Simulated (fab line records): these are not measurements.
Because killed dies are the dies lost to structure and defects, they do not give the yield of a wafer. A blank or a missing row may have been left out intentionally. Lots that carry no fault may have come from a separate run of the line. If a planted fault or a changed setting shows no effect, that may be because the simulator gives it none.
fab line records ; flow n5-finfet ; part 1 of 2: steps 1 to 18 of 23
record: lots: 5; wafers: 15; last-day: 17
route steps=1938 shown BEOL_M15@1807
lots with no fault: from the same line, run without faults
start-h: the number of hours between the record's first day and the start of the first shown wafer of the lot ; wait-h: hours since the lot's step before ; " as in the row above ; L1.1+2: a row that stands for several wafers ; - no value, or no start was given ; * or withheld: withheld ; < > ~ a bound
route shown NAME@n: a module of which the file shows steps, and the number in the route of the first ; usual: mean/standard deviation taken from wafers without a fault ; same: alike in all rows ; chamber/n: place in a boat ; sites: each site's reading ; _std_site: standard deviation across them ; _edge_site: inner sites' mean taken away from outer sites' mean ; radius-mm: how far each site lies from the wafer's centre ; mask NAME#n: copy n ; behind: the most recent tool/chamber to have shaped the wafer ; hold: cause of the lot's hold/its duration in hours/its outcome ; device: which transistor (n, p or np) failed to switch ; end of line: at the end of the route, the tests of the same wafers ; step lacking rows: just its recipe ; killed: dies lost to structure and defects at the first sort, not the wafer's yield ; map: dies across one wafer; x = killed, . = not, _ = none there
set.NAME: the setting the step ran with; set.NAME@STEP: the setting that earlier step ran with ; model.NAME: the simulator's own value behind a step, which no gauge read
lots at selected steps of the route; one table per step, one row per wafer
services: when a tool's chamber went out of use (start-h, in hours from the record's first day, below 0 if earlier), for how many hours, and the reason
== steps ==
step: N5_BEOL_M15_DESCUM_33
recipe: chemistry: O2; time-s: 7.9; source-power-w: 50; bias-power-w: 20; pressure-mtorr: 20; rf-frequency-hz: 2.712e+07; temp-c: 40; o2-flow-sccm: 225
usual: drypump-motor-current-A: 5.84/0.26; oes-product-au: 0.81/0.092; rf-vpp-V: 243.2/1.4; showerhead-plenum-p-Torr: 2.10/0.064; throttle-valve-pct: 20.49/0.26
lot.wafer;tool;chamber;start-h;wait-h;drypump-motor-current-A;oes-product-au;rf-hours-counter-h;rf-vpp-V;showerhead-plenum-p-Torr;throttle-valve-pct
L075.1;rie-diel-06;0;276.52;1.8;5.81;0.94;7;244.3;2.14;20.45
L075.2;rie-diel-06;3;276.52;1.8;6.14;0.78;113;242.2;2.02;20.63
L075.6;rie-diel-06;1;276.52;1.8;5.95;0.94;-;244.8;2.15;20.16
L080.1;rie-diel-02;1;296.81;0.0;5.90;0.68;252;243.1;2.05;20.80
L080.4;rie-diel-02;2;296.81;0.0;5.33;0.74;-;241.0;2.01;20.39
L080.6;rie-diel-02;1;296.81;0.0;5.89;0.68;-;241.3;2.05;20.81
L088.1;rie-diel-06;1;331.63;0.0;5.94;0.89;34;244.1;2.15;20.18
L088.2;rie-diel-06;2;331.63;0.0;5.78;0.70;232;243.9;2.15;20.59
L088.3;rie-diel-06;3;331.63;0.0;6.16;0.75;135;243.9;2.01;20.64
L092.1;rie-diel-02;3;360.14;0.0;5.59;0.91;37;245.1;2.13;20.30
L092.4;rie-diel-02;0;360.14;0.0;6.07;0.72;224;243.0;2.07;20.78
L092.5;rie-diel-02;3;360.14;0.0;5.59;0.91;-;243.3;2.13;20.31
L097.1;rie-diel-04;2;392.06;0.3;5.82;0.83;83;241.1;2.03;19.86
L097.2;rie-diel-04;1;392.06;0.3;6.24;0.84;78;244.4;2.21;20.64
L097.3;rie-diel-04;0;392.06;0.3;5.86;0.72;209;243.6;2.16;20.86
step: N5_BEOL_M15_ETCH_61
recipe: chemistry: N2/H2; target: BARC; target-depth-a: 890; overetch-a: 267; time-s: 67.9; ion-energy-ev: 200; pressure-mtorr: 30; source-w: 840; bias-w: 150; n2-flow-sccm: 200; h2-flow-sccm: 200
usual: drypump-motor-current-A: 5.85/0.26; h2-flow-sccm: 200.1/0.59; oes-product-au: 0.69/0.072; rf-vpp-V: 523.8/2.4; showerhead-plenum-p-Torr: 2.54/0.079; throttle-valve-pct: 17.90/0.29
lot.wafer;tool;chamber;start-h;wait-h;drypump-motor-current-A;h2-flow-sccm;oes-product-au;rf-hours-counter-h;rf-vpp-V;showerhead-plenum-p-Torr;throttle-valve-pct
L075.1;rie-diel-06;0;276.55;0.0;5.84;199.6;0.80;7;526.3;2.60;17.76
L075.2;rie-diel-06;3;276.55;0.0;6.17;199.4;0.67;113;520.3;2.45;18.03
L075.6;rie-diel-06;1;276.55;0.0;5.96;200.0;0.80;-;524.9;2.60;17.47
L080.1;rie-diel-02;1;296.85;0.0;5.92;200.3;0.58;252;522.6;2.49;18.24
L080.4;rie-diel-02;2;296.85;0.0;5.34;200.9;0.64;-;519.3;2.44;17.83
L080.6;rie-diel-02;1;296.85;0.0;5.90;199.9;0.58;-;522.4;2.49;18.24
L088.1;rie-diel-06;1;331.67;0.0;5.96;200.1;0.75;34;527.3;2.59;17.52
L088.2;rie-diel-06;2;331.67;0.0;5.75;199.5;0.60;232;525.5;2.62;18.14
L088.3;rie-diel-06;3;331.67;0.0;6.14;199.2;0.65;135;518.9;2.44;18.07
L092.1;rie-diel-02;3;360.18;0.0;5.59;200.5;0.76;37;525.8;2.58;17.73
L092.4;rie-diel-02;0;360.18;0.0;6.09;200.7;0.62;224;522.9;2.51;18.21
L092.5;rie-diel-02;3;360.18;0.0;5.59;200.7;0.77;-;525.3;2.58;17.71
L097.1;rie-diel-04;2;392.10;0.0;5.82;200.6;0.70;83;522.7;2.47;17.30
L097.2;rie-diel-04;1;392.10;0.0;6.26;200.7;0.72;78;528.0;2.68;18.05
L097.3;rie-diel-04;0;392.10;0.0;5.84;200.1;0.62;209;525.7;2.63;18.34
step: N5_BEOL_M15_TRENCH_ETCH_34
recipe: chemistry: C4F8/O2/Ar; target: SiO2; target-depth-a: 8729.3; he-inner-torr: 15; he-outer-torr: 30; time-s: 199; ion-energy-ev: 800; pressure-mtorr: 20; source-w: 1905; bias-w: 2040; Ar_flow_sccm: 400; C4F8_flow_sccm: 16; O2_flow_sccm: 12
usual: C4F8_flow_sccm: 16.01/0.047; drypump-motor-current-A: 5.85/0.26; oes-product-au: 0.81/0.091; rf-vpp-V: 2230/16; showerhead-plenum-p-Torr: 3.44/0.098; throttle-valve-pct: 30.92/0.29
lot.wafer;tool;chamber;start-h;wait-h;C4F8_flow_sccm;drypump-motor-current-A;oes-product-au;rf-hours-counter-h;rf-vpp-V;showerhead-plenum-p-Torr;throttle-valve-pct
L075.1;rie-diel-06;0;276.60;0.0;16.03;5.83;0.93;7;2238;3.51;30.93
L075.2;rie-diel-06;3;276.60;0.0;16.04;6.15;0.77;113;2239;3.32;31.08
L075.6;rie-diel-06;1;276.60;0.0;15.99;5.98;0.94;-;2259;3.51;30.53
L080.1;rie-diel-02;1;296.90;0.0;16.02;5.89;0.68;252;2232;3.38;31.25
L080.4;rie-diel-02;2;296.90;0.0;15.96;5.35;0.74;-;2205;3.29;30.71
L080.6;rie-diel-02;1;296.90;0.0;15.96;5.90;0.68;-;2232;3.38;31.24
L088.1;rie-diel-06;1;331.72;0.0;16.03;5.94;0.89;34;2260;3.50;30.56
L088.2;rie-diel-06;2;331.72;0.0;16.03;5.77;0.70;232;2248;3.53;31.09
L088.3;rie-diel-06;3;331.72;0.0;16.09;6.13;0.75;135;2237;3.31;31.13
L092.1;rie-diel-02;3;360.23;0.0;16.13;5.60;0.90;38;2208;3.49;30.79
L092.4;rie-diel-02;0;360.23;0.0;15.96;6.10;0.72;224;2224;3.41;31.28
L092.5;rie-diel-02;3;360.23;0.0;16.06;5.60;0.90;-;2208;3.49;30.78
L097.1;rie-diel-04;2;392.15;0.0;16.08;5.80;0.84;83;2235;3.34;30.24
L097.2;rie-diel-04;1;392.15;0.0;16.00;6.25;0.86;78;2232;3.61;31.18
L097.3;rie-diel-04;0;392.15;0.0;16.05;5.86;0.73;209;2227;3.52;31.16
step: N5_BEOL_M15_STRIP_36
recipe: chemistry: O2; power-w: 600; temp-c: 60; pressure-mtorr: 30; rf-frequency-hz: 6e+07; bias-power-w: 0; overash-fraction: 0.3; o2-flow-sccm: 225
usual: drypump-motor-current-A: 5.85/0.26; oes-product-au: 0.81/0.092; rf-vpp-V: 3.7/0.89; showerhead-plenum-p-Torr: 2.11/0.066; throttle-valve-pct: 16.72/0.28
lot.wafer;tool;chamber;start-h;wait-h;drypump-motor-current-A;oes-product-au;rf-hours-counter-h;rf-vpp-V;showerhead-plenum-p-Torr;throttle-valve-pct
L075.1;rie-diel-06;1;279.04;2.2;5.97;0.95;14;4.0;2.16;16.38
L075.2;rie-diel-06;2;279.04;2.2;5.77;0.70;214;4.1;2.16;16.86
L075.6;rie-diel-06;1;279.04;2.2;5.98;0.95;-;3.1;2.16;16.38
L080.1;rie-diel-06;3;298.82;1.7;6.14;0.77;124;5.1;2.02;16.83
L080.4;rie-diel-06;1;298.82;1.7;5.96;0.92;23;2.7;2.15;16.41
L080.6;rie-diel-06;0;298.82;1.7;5.83;0.90;-;4.3;2.14;16.69
L088.1;rie-diel-04;0;332.10;0.2;5.81;0.73;189;3.4;2.17;17.08
L088.2;rie-diel-04;2;332.10;0.2;5.80;0.85;64;3.8;2.04;16.10
L088.3;rie-diel-04;3;332.10;0.2;5.46;0.69;248;3.8;2.07;17.02
L092.1;rie-diel-02;3;360.78;0.4;5.61;0.91;38;5.5;2.13;16.53
L092.4;rie-diel-02;0;360.78;0.4;6.07;0.71;224;4.2;2.08;17.05
L092.5;rie-diel-02;3;360.78;0.4;5.63;0.91;-;3.7;2.14;16.56
L097.1;rie-diel-06;0;392.96;0.6;5.82;0.84;46;4.1;2.13;16.75
L097.2;rie-diel-06;2;392.96;0.6;5.77;0.68;248;4.4;2.14;16.93
L097.3;rie-diel-06;3;392.96;0.6;6.14;0.74;153;4.1;2.01;16.90
step: N5_BEOL_M15_STRIP_62
recipe: chemistry: O2; power-w: 600; temp-c: 60; pressure-mtorr: 30; rf-frequency-hz: 6e+07; bias-power-w: 0; overash-fraction: 0.3; o2-flow-sccm: 225
usual: drypump-motor-current-A: 5.85/0.26; oes-product-au: 0.80/0.091; rf-vpp-V: 3.6/0.48; showerhead-plenum-p-Torr: 2.11/0.066; throttle-valve-pct: 16.72/0.29
lot.wafer;tool;chamber;start-h;wait-h;drypump-motor-current-A;oes-product-au;rf-hours-counter-h;rf-vpp-V;showerhead-plenum-p-Torr;throttle-valve-pct
L075.1;rie-diel-06;1;-;-;5.97;0.93;14;3.5;2.16;16.39
L075.2;rie-diel-06;2;-;-;5.77;0.71;214;3.3;2.16;16.83
L075.6;rie-diel-06;1;-;-;5.96;0.94;-;2.4;2.16;16.39
L080.1;rie-diel-06;3;-;-;6.15;0.76;124;4.2;2.02;16.86
L080.4;rie-diel-06;1;-;-;5.97;0.92;23;4.3;2.15;16.39
L080.6;rie-diel-06;0;-;-;5.85;0.91;-;2.8;2.14;16.69
L088.1;rie-diel-04;0;-;-;5.83;0.73;189;3.5;2.17;17.08
L088.2;rie-diel-04;2;-;-;5.78;0.85;64;3.5;2.04;16.11
L088.3;rie-diel-04;3;-;-;5.47;0.70;248;3.9;2.07;17.00
L092.1;rie-diel-02;3;-;-;5.58;0.90;38;3.8;2.14;16.50
L092.4;rie-diel-02;0;-;-;6.07;0.70;224;3.8;2.07;17.04
L092.5;rie-diel-02;3;-;-;5.60;0.90;-;4.5;2.14;16.54
L097.1;rie-diel-06;0;-;-;5.83;0.86;46;3.2;2.13;16.73
L097.2;rie-diel-06;2;-;-;5.79;0.69;248;3.2;2.14;16.91
L097.3;rie-diel-06;3;-;-;6.16;0.74;153;4.3;2.01;16.90
step: N5_BEOL_M15_STRIP_37
recipe: chemistry: O2; power-w: 600; temp-c: 60; pressure-mtorr: 30; rf-frequency-hz: 6e+07; bias-power-w: 0; overash-fraction: 0.3; o2-flow-sccm: 225
usual: drypump-motor-current-A: 5.85/0.26; oes-product-au: 0.80/0.091; rf-vpp-V: 3.6/0.66; showerhead-plenum-p-Torr: 2.11/0.066; throttle-valve-pct: 16.72/0.28
lot.wafer;tool;chamber;start-h;wait-h;drypump-motor-current-A;oes-product-au;rf-hours-counter-h;rf-vpp-V;showerhead-plenum-p-Torr;throttle-valve-pct
L075.1;rie-diel-06;1;-;-;5.96;0.94;14;4.0;2.16;16.39
L075.2;rie-diel-06;2;-;-;5.78;0.70;214;3.5;2.16;16.85
L075.6;rie-diel-06;1;-;-;5.94;0.94;-;3.7;2.16;16.38
L080.1;rie-diel-06;3;-;-;6.12;0.77;124;3.9;2.02;16.86
L080.4;rie-diel-06;1;-;-;5.95;0.91;23;3.6;2.15;16.38
L080.6;rie-diel-06;0;-;-;5.83;0.91;-;3.2;2.14;16.70
L088.1;rie-diel-04;0;-;-;5.84;0.74;189;3.3;2.17;17.08
L088.2;rie-diel-04;2;-;-;5.82;0.86;64;2.8;2.04;16.11
L088.3;rie-diel-04;3;-;-;5.47;0.70;248;4.1;2.07;16.99
L092.1;rie-diel-02;3;-;-;5.59;0.91;38;3.6;2.14;16.53
L092.4;rie-diel-02;0;-;-;6.09;0.71;224;2.9;2.07;17.01
L092.5;rie-diel-02;3;-;-;5.60;0.91;-;3.8;2.14;16.54
L097.1;rie-diel-06;0;-;-;5.85;0.85;46;3.6;2.13;16.73
L097.2;rie-diel-06;2;-;-;5.77;0.69;248;3.0;2.14;16.92
L097.3;rie-diel-06;3;-;-;6.16;0.75;153;4.0;2.01;16.91
step: N5_BEOL_M15_ETCH_38
recipe: chemistry: CF4/N2; target: SiCN; target-depth-a: 1064; taper-deg: 2; time-s: 120.5; ion-energy-ev: 150; mask-material: SiO2; pressure-mtorr: 40; source-w: 430; bias-w: 70; Ar_flow_sccm: 100; cf4-flow-sccm: 60; n2-flow-sccm: 60
usual: cf4-flow-sccm: 59.97/0.19; drypump-motor-current-A: 5.86/0.26; oes-product-au: 0.80/0.089; rf-vpp-V: 382.7/1.9; showerhead-plenum-p-Torr: 2.22/0.067; throttle-valve-pct: 15.48/0.3
lot.wafer;tool;chamber;start-h;wait-h;cf4-flow-sccm;drypump-motor-current-A;oes-product-au;rf-hours-counter-h;rf-vpp-V;showerhead-plenum-p-Torr;throttle-valve-pct
L075.1;rie-diel-06;1;-;-;59.65;5.95;0.93;14;382.6;2.25;15.08
L075.2;rie-diel-06;2;-;-;60.07;5.79;0.72;214;383.6;2.28;15.69
L075.6;rie-diel-06;1;-;-;59.70;5.94;0.93;-;383.8;2.25;15.08
L080.1;rie-diel-06;3;-;-;60.05;6.13;0.76;124;380.5;2.13;15.59
L080.4;rie-diel-06;1;-;-;60.00;5.97;0.91;23;383.4;2.25;15.12
L080.6;rie-diel-06;0;-;-;59.96;5.83;0.91;-;382.4;2.25;15.45
L088.1;rie-diel-04;0;-;-;59.95;5.84;0.74;189;384.4;2.28;15.85
L088.2;rie-diel-04;2;-;-;60.00;5.83;0.84;64;378.7;2.15;14.85
L088.3;rie-diel-04;3;-;-;59.86;5.45;0.71;248;382.4;2.17;15.75
L092.1;rie-diel-02;3;-;-;59.90;5.59;0.89;38;383.5;2.24;15.28
L092.4;rie-diel-02;0;-;-;60.08;6.09;0.70;224;382.2;2.18;15.79
L092.5;rie-diel-02;3;-;-;59.92;5.61;0.89;-;382.3;2.24;15.28
L097.1;rie-diel-06;0;-;-;60.26;5.85;0.85;46;382.1;2.24;15.49
L097.2;rie-diel-06;2;-;-;59.84;5.78;0.69;248;383.7;2.27;15.76
L097.3;rie-diel-06;3;-;-;60.00;6.15;0.74;153;379.3;2.12;15.67
step: N5_BEOL_M15_PRECLEAN_39
recipe: chemistry: residue-remover; time-s: 60; temp-c: 40
lot.wafer;tool;chamber;start-h;wait-h
L075.1+2+6;wet-bench-06;2,3,1;279.31;-
L080.1+4+6;wet-bench-01;2,4,6;299.09;-
L088.1+2+3;wet-bench-05;1,0,5;332.38;-
L092.1+4+5;wet-bench-01;2,6,0;361.06;-
L097.1+2+3;wet-bench-01;1,7,3;393.24;-
step: N5_BEOL_M15_SRD_40
recipe: time-s: 30; temp-c: 23; rinse-liquid: diw; dry: n2-spin; spin-rpm: 1500; dry-time-s: 30
lot.wafer;tool;chamber;start-h;wait-h
L075.1+2+6;wet-bench-06;2,3,1;279.33;0.0
L080.1+4+6;wet-bench-01;2,4,6;299.11;0.0
L088.1+2+3;wet-bench-05;1,0,5;332.40;0.0
L092.1+4+5;wet-bench-01;2,6,0;361.08;0.0
L097.1+2+3;wet-bench-01;1,7,3;393.26;0.0
step: N5_BEOL_M15_DEGAS_41
recipe: ambient: vacuum; temp-c: 300; time-s: 60
usual: heater-power-w: 476/55
lot.wafer;tool;chamber;start-h;wait-h;heater-power-w
L075.1;pvd-sputter-01;-;279.71;0.4;413
L075.2;pvd-sputter-01;-;279.71;0.4;499
L075.6;pvd-sputter-01;-;279.71;0.4;496
L080.1;pvd-sputter-01;-;299.23;0.1;498
L080.4;pvd-sputter-01;-;299.23;0.1;411
L080.6;pvd-sputter-01;-;299.23;0.1;509
L088.1;pvd-sputter-01;-;332.64;0.2;482
L088.2;pvd-sputter-01;-;332.64;0.2;398
L088.3;pvd-sputter-01;-;332.64;0.2;404
L092.1;pvd-sputter-03;-;361.37;0.3;570
L092.4;pvd-sputter-03;-;361.37;0.3;499
L092.5;pvd-sputter-03;-;361.37;0.3;414
L097.1;pvd-sputter-01;-;393.44;0.2;476
L097.2;pvd-sputter-01;-;393.44;0.2;416
L097.3;pvd-sputter-01;-;393.44;0.2;490
step: N5_BEOL_M15_PRE_CLEAN_42
recipe: gas: H2/He; time-s: 30; temp-c: 300
usual: heater-power-w: 476/57
lot.wafer;tool;chamber;start-h;wait-h;heater-power-w
L075.1;pvd-sputter-01;-;279.75;0.0;405
L075.2;pvd-sputter-01;-;279.75;0.0;493
L075.6;pvd-sputter-01;-;279.75;0.0;500
L080.1;pvd-sputter-01;-;299.27;0.0;489
L080.4;pvd-sputter-01;-;299.27;0.0;399
L080.6;pvd-sputter-01;-;299.27;0.0;486
L088.1;pvd-sputter-01;-;332.68;0.0;494
L088.2;pvd-sputter-01;-;332.68;0.0;398
L088.3;pvd-sputter-01;-;332.68;0.0;409
L092.1;pvd-sputter-03;-;361.41;0.0;578
L092.4;pvd-sputter-03;-;361.41;0.0;481
L092.5;pvd-sputter-03;-;361.41;0.0;408
L097.1;pvd-sputter-01;-;393.48;0.0;478
L097.2;pvd-sputter-01;-;393.48;0.0;401
L097.3;pvd-sputter-01;-;393.48;0.0;496
step: N5_BEOL_M15_SPUTTER_43
recipe: material: TaN; target-thk-a: 150; temp-c: 50; bias-v: 168.6; power-w: 15000; chamber-pressure-pa: 0.12; time-s: 24.19
usual: throttle-valve-pct: 30.5/0.73
lot.wafer;tool;chamber;start-h;wait-h;throttle-valve-pct
L075.1;pvd-sputter-01;-;279.79;0.0;30.5
L075.2;pvd-sputter-01;-;279.79;0.0;30.7
L075.6;pvd-sputter-01;-;279.79;0.0;31.0
L080.1;pvd-sputter-01;-;299.31;0.0;30.8
L080.4;pvd-sputter-01;-;299.31;0.0;29.8
L080.6;pvd-sputter-01;-;299.31;0.0;30.9
L088.1;pvd-sputter-01;-;332.72;0.0;30.7
L088.2;pvd-sputter-01;-;332.72;0.0;29.6
L088.3;pvd-sputter-01;-;332.72;0.0;30.4
L092.1;pvd-sputter-03;-;361.45;0.0;31.3
L092.4;pvd-sputter-03;-;361.45;0.0;31.7
L092.5;pvd-sputter-03;-;361.45;0.0;30.5
L097.1;pvd-sputter-01;-;393.52;0.0;31.0
L097.2;pvd-sputter-01;-;393.52;0.0;29.9
L097.3;pvd-sputter-01;-;393.52;0.0;29.6
step: N5_BEOL_M15_SPUTTER_44
recipe: material: Ta; target-thk-a: 150; temp-c: 50; bias-v: 80; power-w: 15000; chamber-pressure-pa: 0.07; time-s: 24.19
usual: throttle-valve-pct: 30.5/0.76
lot.wafer;tool;chamber;start-h;wait-h;throttle-valve-pct
L075.1;pvd-sputter-01;-;279.87;0.0;30.6
L075.2;pvd-sputter-01;-;279.87;0.0;30.8
L075.6;pvd-sputter-01;-;279.87;0.0;30.7
L080.1;pvd-sputter-01;-;299.39;0.0;31.0
L080.4;pvd-sputter-01;-;299.39;0.0;30.0
L080.6;pvd-sputter-01;-;299.39;0.0;30.8
L088.1;pvd-sputter-01;-;332.80;0.0;31.1
L088.2;pvd-sputter-01;-;332.80;0.0;29.5
L088.3;pvd-sputter-01;-;332.80;0.0;30.2
L092.1;pvd-sputter-03;-;361.53;0.0;31.3
L092.4;pvd-sputter-03;-;361.53;0.0;31.8
L092.5;pvd-sputter-03;-;361.53;0.0;30.5
L097.1;pvd-sputter-01;-;393.60;0.0;30.7
L097.2;pvd-sputter-01;-;393.60;0.0;29.7
L097.3;pvd-sputter-01;-;393.60;0.0;29.6
step: N5_BEOL_M15_SPUTTER_45
recipe: material: Cu; target-thk-a: 1000; temp-c: -20; bias-v: 60; power-w: 26000; chamber-pressure-pa: 0.13; time-s: 16.67
usual: throttle-valve-pct: 30.4/0.73
lot.wafer;tool;chamber;start-h;wait-h;throttle-valve-pct
L075.1;pvd-sputter-01;-;279.95;0.0;30.4
L075.2;pvd-sputter-01;-;279.95;0.0;31.1
L075.6;pvd-sputter-01;-;279.95;0.0;30.9
L080.1;pvd-sputter-01;-;299.47;0.0;30.8
L080.4;pvd-sputter-01;-;299.47;0.0;29.6
L080.6;pvd-sputter-01;-;299.47;0.0;30.6
L088.1;pvd-sputter-01;-;332.88;0.0;31.3
L088.2;pvd-sputter-01;-;332.88;0.0;29.8
L088.3;pvd-sputter-01;-;332.88;0.0;30.5
L092.1;pvd-sputter-03;-;361.61;0.0;31.4
L092.4;pvd-sputter-03;-;361.61;0.0;31.5
L092.5;pvd-sputter-03;-;361.61;0.0;30.6
L097.1;pvd-sputter-01;-;393.68;0.0;30.6
L097.2;pvd-sputter-01;-;393.68;0.0;29.6
L097.3;pvd-sputter-01;-;393.68;0.0;29.4
step: N5_BEOL_M15_ECD_47
recipe: material: Cu; target-thk-a: 18600
lot.wafer;tool;chamber;start-h;wait-h
L075.1+2+6;ecd-cu-01;0,1,1;280.07;0.1
L080.1+4+6;ecd-cu-01;1;299.67;0.2
L088.1+2+3;ecd-cu-02;0,1,0;333.00;0.1
L092.1+4+5;ecd-cu-01;0;361.73;0.1
L097.1+2+3;ecd-cu-02;0,1,0;393.79;0.1
step: N5_BEOL_M15_ANNEAL_48
recipe: temp-c: 225; time-s: 90; ambient: N2
usual: wafer_temp_C_max: 225.9/0.31
lot.wafer;tool;chamber;start-h;wait-h;wafer_temp_C_max
L075.1;rtp-anneal-01;0;280.31;0.2;225.5
L075.2;rtp-anneal-01;0;280.31;0.2;225.6
L075.6;rtp-anneal-01;0;280.31;0.2;225.8
L080.1;rtp-anneal-02;0;300.38;0.6;225.8
L080.4;rtp-anneal-02;0;300.38;0.6;226.3
L080.6;rtp-anneal-02;0;300.38;0.6;225.8
L088.1;rtp-anneal-01;0;333.24;0.2;225.4
L088.2;rtp-anneal-01;0;333.24;0.2;225.7
L088.3;rtp-anneal-01;0;333.24;0.2;225.7
L092.1;rtp-anneal-02;0;362.06;0.3;225.9
L092.4;rtp-anneal-02;0;362.06;0.3;226.4
L092.5;rtp-anneal-02;0;362.06;0.3;226.4
L097.1;rtp-anneal-01;0;394.04;0.2;226.0
L097.2;rtp-anneal-01;0;394.04;0.2;225.5
L097.3;rtp-anneal-01;0;394.04;0.2;225.7
step: N5_BEOL_M15_CMP_49
recipe: stop-on: SiO2; t-overpolish-s: 4.9; down-force-psi: 2; platen-rpm: 80; clearing-platen-down-force-psi: 2; clearing-platen-rpm: 80; post-cmp-clean: cu-alkaline; target-thk-nm: 850; clearing-platen-pad-velocity-m-s: 1.5917; pad-velocity-m-s: 1.5917
usual: barrier-field-endpoint-s: 11.37/0.26; clearing-platen-rpm: 80.00/0.044; motor-current-A: 7.8/0.71; overpolish-run-s: 4.900/0.0093; retaining-ring-pressure-frac: 1.000/0.0049
lot.wafer;tool;chamber;start-h;wait-h;barrier-field-endpoint-s;clearing-platen-rpm;motor-current-A;overpolish-run-s;retaining-ring-pressure-frac
L075.1;cmp-04;1;280.70;0.3;11.38;79.99;8.0;4.902;0.996
L075.2;cmp-04;2;280.70;0.3;11.60;79.89;7.8;4.891;0.998
L075.6;cmp-04;3;280.70;0.3;11.82;80.01;8.4;4.907;0.991
L080.1;cmp-04;0;300.68;0.3;11.75;80.02;7.2;4.899;1.007
L080.4;cmp-04;2;300.68;0.3;11.39;80.01;7.6;4.891;1.001
L080.6;cmp-04;0;300.68;0.3;11.55;80.05;7.6;4.900;1.010
L088.2;cmp-04;1;333.54;0.2;11.61;79.93;8.0;4.894;1.000
L088.1;cmp-04;2;333.54;0.2;11.46;79.85;8.0;4.907;0.997
L088.3;cmp-04;3;333.54;0.2;11.70;79.95;8.0;4.893;0.994
L092.1;cmp-01;0;362.67;0.5;10.97;79.99;7.0;4.886;0.993
L092.4;cmp-01;2;362.67;0.5;10.89;80.02;8.2;4.911;0.998
L092.5;cmp-01;3;362.67;0.5;10.78;80.05;6.8;4.905;1.001
L097.2;cmp-04;0;394.85;0.7;11.37;80.06;7.3;4.912;1.007
L097.3;cmp-04;1;394.85;0.7;11.35;80.05;8.4;4.910;0.999
L097.1;cmp-04;2;394.85;0.7;11.38;80.00;7.7;4.907;1.002
step: N5_BEOL_M15_THK_MEAS_50
recipe: thk-meas-gauge: xrf; reads: Cu_of_BEOL_M15_ECD_47
usual: M15_THK: 847/19
lot.wafer;tool;chamber;start-h;wait-h;M15_THK[nm]
L075.1;film-metro-02;-;280.92;-;853
L075.2;film-metro-02;-;280.92;-;828
L075.6;film-metro-02;-;280.92;-;869
L080.1;film-metro-01;-;300.97;-;841
L080.4;film-metro-01;-;300.97;-;848
L080.6;film-metro-01;-;300.97;-;841
L088.1;film-metro-02;-;333.83;-;861
L088.2;film-metro-02;-;333.83;-;848
L088.3;film-metro-02;-;333.83;-;831
L092.1;film-metro-01;-;362.93;-;856
L092.4;film-metro-01;-;362.93;-;823
L092.5;film-metro-01;-;362.93;-;858
L097.1;film-metro-01;-;395.14;-;889
L097.2;film-metro-01;-;395.14;-;882
L097.3;film-metro-01;-;395.14;-;869
